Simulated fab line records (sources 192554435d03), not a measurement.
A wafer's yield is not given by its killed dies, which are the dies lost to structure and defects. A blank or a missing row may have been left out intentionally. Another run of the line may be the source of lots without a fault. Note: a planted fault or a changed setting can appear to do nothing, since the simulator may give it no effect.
Split-lot experiment :: flow n5_finfet :: route with 1938 steps; 7 lots, 39 wafers read

== ABOUT THE SPLIT ==
At N5_BEOL_M4_CVD_47 (deposits Co from CCTBA/H2, target thk 3 nm, time 223.8 s), the setting target_thk_a was moved away from the recipe's 30 angstrom on 12 of the 39 wafers read, by -30.2% to +25.1%. The other wafers ran this setting at the recipe's value.

== FROM THE SPLIT TO THE READING: what the file shows between them, 2 steps ==
- N5_BEOL_M4_SPUTTER_48: material Cu, target thk 4.5 nm, time 8.29 s
- N5_BEOL_M4_ANNEAL_49: time 240 s

== THE READING ==
SERP_M4, in ohm/um, at N5_BEOL_M4_RC_MEAS_101. Fault-free wafers of this fab line usually give 198 ohm/um, standard deviation 16 ohm/um.

wafer: L074.1
tool, chamber at the split: cvd_co-02, 1,2,2,1
target_thk_a as run, angstrom: 30
against the recipe: recipe
SERP_M4, ohm/um: 217
against lot-mates on the recipe: -

wafer: L074.2
tool, chamber at the split: cvd_co-02, 1,2,2,1
target_thk_a as run, angstrom: 30
against the recipe: recipe
SERP_M4, ohm/um: 193
against lot-mates on the recipe: -

wafer: L074.3
tool, chamber at the split: cvd_co-02, 0
target_thk_a as run, angstrom: 30
against the recipe: recipe
SERP_M4, ohm/um: 192
against lot-mates on the recipe: -

wafer: L074.4
tool, chamber at the split: cvd_co-02, 1,2,2,1
target_thk_a as run, angstrom: 30
against the recipe: recipe
SERP_M4, ohm/um: 198
against lot-mates on the recipe: -

wafer: L074.5
tool, chamber at the split: cvd_co-02, 0
target_thk_a as run, angstrom: 30
against the recipe: recipe
SERP_M4, ohm/um: 213
against lot-mates on the recipe: -

wafer: L074.6
tool, chamber at the split: cvd_co-02, 1,2,2,1
target_thk_a as run, angstrom: 30
against the recipe: recipe
SERP_M4, ohm/um: 200
against lot-mates on the recipe: -

wafer: L078.1
tool, chamber at the split: cvd_co-01, 1
target_thk_a as run, angstrom: 30
against the recipe: recipe
SERP_M4, ohm/um: 188
against lot-mates on the recipe: -

wafer: L078.2
tool, chamber at the split: cvd_co-01, 2,0,0,2
target_thk_a as run, angstrom: 30
against the recipe: recipe
SERP_M4, ohm/um: 188
against lot-mates on the recipe: -

wafer: L078.3
tool, chamber at the split: cvd_co-01, 2,0,0,2
target_thk_a as run, angstrom: 30
against the recipe: recipe
SERP_M4, ohm/um: 190
against lot-mates on the recipe: -

wafer: L078.4
tool, chamber at the split: cvd_co-01, 2,0,0,2
target_thk_a as run, angstrom: 30
against the recipe: recipe
SERP_M4, ohm/um: 188
against lot-mates on the recipe: -

wafer: L078.5
tool, chamber at the split: cvd_co-01, 1
target_thk_a as run, angstrom: 30
against the recipe: recipe
SERP_M4, ohm/um: 184
against lot-mates on the recipe: -

wafer: L078.6
tool, chamber at the split: cvd_co-01, 2,0,0,2
target_thk_a as run, angstrom: 30
against the recipe: recipe
SERP_M4, ohm/um: 177
against lot-mates on the recipe: -

wafer: L077.1
tool, chamber at the split: cvd_co-01, 0
target_thk_a as run, angstrom: 21.35
against the recipe: -28.8%
SERP_M4, ohm/um: 148
against lot-mates on the recipe: -45

wafer: L077.2
tool, chamber at the split: cvd_co-01, 1
target_thk_a as run, angstrom: 30
against the recipe: recipe
SERP_M4, ohm/um: 192
against lot-mates on the recipe: -

wafer: L077.3
tool, chamber at the split: cvd_co-01, 2
target_thk_a as run, angstrom: 21.35
against the recipe: -28.8%
SERP_M4, ohm/um: 151
against lot-mates on the recipe: -42

wafer: L077.4
tool, chamber at the split: cvd_co-01, 2
target_thk_a as run, angstrom: 21.35
against the recipe: -28.8%
SERP_M4, ohm/um: 158
against lot-mates on the recipe: -35

wafer: L077.5
tool, chamber at the split: cvd_co-01, 0
target_thk_a as run, angstrom: 30
against the recipe: recipe
SERP_M4, ohm/um: 195
against lot-mates on the recipe: -

wafer: L077.6
tool, chamber at the split: cvd_co-01, 1
target_thk_a as run, angstrom: 30
against the recipe: recipe
SERP_M4, ohm/um: 193
against lot-mates on the recipe: -

wafer: L079.1
tool, chamber at the split: cvd_co-01, 0,1
target_thk_a as run, angstrom: 30
against the recipe: recipe
SERP_M4, ohm/um: 192
against lot-mates on the recipe: -

wafer: L079.2
tool, chamber at the split: cvd_co-01, 0,1
target_thk_a as run, angstrom: 30
against the recipe: recipe
SERP_M4, ohm/um: 202
against lot-mates on the recipe: -

wafer: L079.5
tool, chamber at the split: cvd_co-01, 2
target_thk_a as run, angstrom: 30
against the recipe: recipe
SERP_M4, ohm/um: 200
against lot-mates on the recipe: -

wafer: L086.1
tool, chamber at the split: cvd_co-02, 0
target_thk_a as run, angstrom: 30
against the recipe: recipe
SERP_M4, ohm/um: 189
against lot-mates on the recipe: -

wafer: L086.2
tool, chamber at the split: cvd_co-02, 2,1
target_thk_a as run, angstrom: 37.52
against the recipe: +25.1%
SERP_M4, ohm/um: 253
against lot-mates on the recipe: +69

wafer: L086.3
tool, chamber at the split: cvd_co-02, 1,2
target_thk_a as run, angstrom: 30
against the recipe: recipe
SERP_M4, ohm/um: 183
against lot-mates on the recipe: -

wafer: L086.4
tool, chamber at the split: cvd_co-02, 0
target_thk_a as run, angstrom: 37.52
against the recipe: +25.1%
SERP_M4, ohm/um: 266
against lot-mates on the recipe: +82

wafer: L086.5
tool, chamber at the split: cvd_co-02, 1,2
target_thk_a as run, angstrom: 30
against the recipe: recipe
SERP_M4, ohm/um: 179
against lot-mates on the recipe: -

wafer: L086.6
tool, chamber at the split: cvd_co-02, 2,1
target_thk_a as run, angstrom: 37.52
against the recipe: +25.1%
SERP_M4, ohm/um: 273
against lot-mates on the recipe: +89

wafer: L092.1
tool, chamber at the split: cvd_co-01, 2,0,1
target_thk_a as run, angstrom: 23.56
against the recipe: -21.5%
SERP_M4, ohm/um: 151
against lot-mates on the recipe: -38

wafer: L092.2
tool, chamber at the split: cvd_co-01, 1,0,2
target_thk_a as run, angstrom: 30
against the recipe: recipe
SERP_M4, ohm/um: 204
against lot-mates on the recipe: -

wafer: L092.3
tool, chamber at the split: cvd_co-01, 2,0,1
target_thk_a as run, angstrom: 23.56
against the recipe: -21.5%
SERP_M4, ohm/um: 153
against lot-mates on the recipe: -36

wafer: L092.4
tool, chamber at the split: cvd_co-01, 2,0,1
target_thk_a as run, angstrom: 23.56
against the recipe: -21.5%
SERP_M4, ohm/um: 151
against lot-mates on the recipe: -38

wafer: L092.5
tool, chamber at the split: cvd_co-01, 1,0,2
target_thk_a as run, angstrom: 30
against the recipe: recipe
SERP_M4, ohm/um: 186
against lot-mates on the recipe: -

wafer: L092.6
tool, chamber at the split: cvd_co-01, 1,0,2
target_thk_a as run, angstrom: 30
against the recipe: recipe
SERP_M4, ohm/um: 176
against lot-mates on the recipe: -

wafer: L094.1
tool, chamber at the split: cvd_co-01, 1
target_thk_a as run, angstrom: 20.94
against the recipe: -30.2%
SERP_M4, ohm/um: 183
against lot-mates on the recipe: -26

wafer: L094.2
tool, chamber at the split: cvd_co-01, 0
target_thk_a as run, angstrom: 20.94
against the recipe: -30.2%
SERP_M4, ohm/um: 166
against lot-mates on the recipe: -43

wafer: L094.3
tool, chamber at the split: cvd_co-01, 2,1,2
target_thk_a as run, angstrom: 30
against the recipe: recipe
SERP_M4, ohm/um: 194
against lot-mates on the recipe: -

wafer: L094.4
tool, chamber at the split: cvd_co-01, 2,1,2
target_thk_a as run, angstrom: 30
against the recipe: recipe
SERP_M4, ohm/um: 229
against lot-mates on the recipe: -

wafer: L094.5
tool, chamber at the split: cvd_co-01, 0
target_thk_a as run, angstrom: 20.94
against the recipe: -30.2%
SERP_M4, ohm/um: 149
against lot-mates on the recipe: -60

wafer: L094.6
tool, chamber at the split: cvd_co-01, 2,1,2
target_thk_a as run, angstrom: 30
against the recipe: recipe
SERP_M4, ohm/um: 203
against lot-mates on the recipe: -
Rows listing several chambers each stand for several wafers; the file does not say which wafer went through which chamber.

FIT RESULTS
A straight line over all 39 wafers: SERP_M4 changes by +1.75 ohm/um for each +1% of target_thk_a; r = +0.87; the points scatter about the line by 15 ohm/um.
The same after taking each lot's own level away (the mean of its wafers on the recipe; 39 wafers): +1.97 ohm/um for each +1%; r = +0.91; scatter 13 ohm/um.
On that fit, the largest move of target_thk_a shifts the reading by 59 ohm/um.
The lots' own levels span 183.7 to 208.7 ohm/um, that is 1.6 times the standard deviation above.
In other words, the slope is changed by the lot-to-lot level; the two fits disagree.
Check: with one of the wafers moved furthest among these (-30.2%) left out of the fit, the line predicts -57.7 ohm/um for it against its lot-mates. It came out at -25.7 ohm/um against them.

== THE WHOLE CHAIN: every reading that the file lists as answering this split, in the file's order ==
step: N5_BEOL_M4_CVD_47
what it does: deposits Co from CCTBA/H2, target thk 3 nm, time 223.8 s
reading: Co_of_BEOL_M4_CVD_47.thk_nm (the simulator's own value, which no gauge read)
change (the file's fit): +0.0276 nm for each +1% of the setting
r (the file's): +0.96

step: N5_BEOL_M4_RC_MEAS_101
what it does: 
reading: SERP_M4
change (the file's fit): +1.86 for each +1% of the setting
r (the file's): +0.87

== THE FILE'S OWN FIT ==
SERP_M4 changes by +1.86 ohm/um for each +1% of target_thk_a, r = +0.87.
